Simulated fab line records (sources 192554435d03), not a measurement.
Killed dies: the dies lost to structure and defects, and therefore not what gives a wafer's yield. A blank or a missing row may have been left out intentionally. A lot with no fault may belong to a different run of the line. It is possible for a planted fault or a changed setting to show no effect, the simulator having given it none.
Chamber matching + flow n5Finfet + uvCure-03 running N5_BEOL_M9_CURE_72: 3 sister chambers
The step cures SiCOH lowk, time 120 s. 6 wafers are shown with their chamber, then 10 later ones without.

== WAFERS PAIRED WITH THEIR CHAMBERS ==
| wafer  | chamber | wafer_temp_C_max | lampPowerPct (%) |
|--------|---------|------------------|------------------|
| L078.3 | 0       | 372.8            | 52.21            |
| L078.6 | 0       | 371.8            | 52.23            |
| L082.5 | 2       | 371.9            | 52.33            |
| L082.6 | 2       | 372.1            | 52.32            |
| L090.2 | 1       | 371.1            | 52.31            |
| L090.5 | 1       | 371.2            | 52.37            |

== WAFERS MISSING THEIR CHAMBER ==
| wafer  | wafer_temp_C_max | lampPowerPct (%) |
|--------|------------------|------------------|
| L090.6 | 371.2            | 52.27            |
| L089.1 | 371.1            | 52.35            |
| L089.5 | 371.0            | 52.38            |
| L089.6 | 371.5            | 52.30            |
| L096.1 | 371.7            | 52.31            |
| L096.3 | 372.1            | 52.25            |
| L096.6 | 371.9            | 52.29            |
| L096.2 | 371.7            | 52.34            |
| L096.4 | 372.6            | 52.41            |
| L096.5 | 371.7            | 52.32            |

== THE CHAMBER EACH PASSED THROUGH ==
| wafer  | from the rows above          | in truth |
|--------|------------------------------|----------|
| L090.6 | can't be placed: 1 or 2 or 0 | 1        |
| L089.1 | can't be placed: 1 or 2      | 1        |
| L089.5 | can't be placed: 1 or 2      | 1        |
| L089.6 | can't be placed: 2 or 1      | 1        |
| L096.1 | can't be placed: 2 or 1      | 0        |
| L096.3 | can't be placed: 0 or 2      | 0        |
| L096.6 | can't be placed: 2 or 1 or 0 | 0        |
| L096.2 | can't be placed: 2 or 1      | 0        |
| L096.4 | can't be placed: 2 or 1      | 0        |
| L096.5 | can't be placed: 2 or 1      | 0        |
Correct placement for 0 of the 10. These rows do not allow placing 10 (true chamber among the candidates in 6). Number placed wrongly: 0.
How it was worked out, from the rows above alone: a wafer's distance from a chamber is the root of the sum, over the readings, of the square of ((its reading less the chamber's mean) divided by the reading's scatter). The wafer belongs to the nearest chamber; if the next one is less than 2 further off, it can't be placed. Each chamber's mean is taken over the wafers shown for it. The scatter: the root of (the sum of the squares of (reading less its chamber's mean) over the shown wafers, divided by (wafers less chambers)).
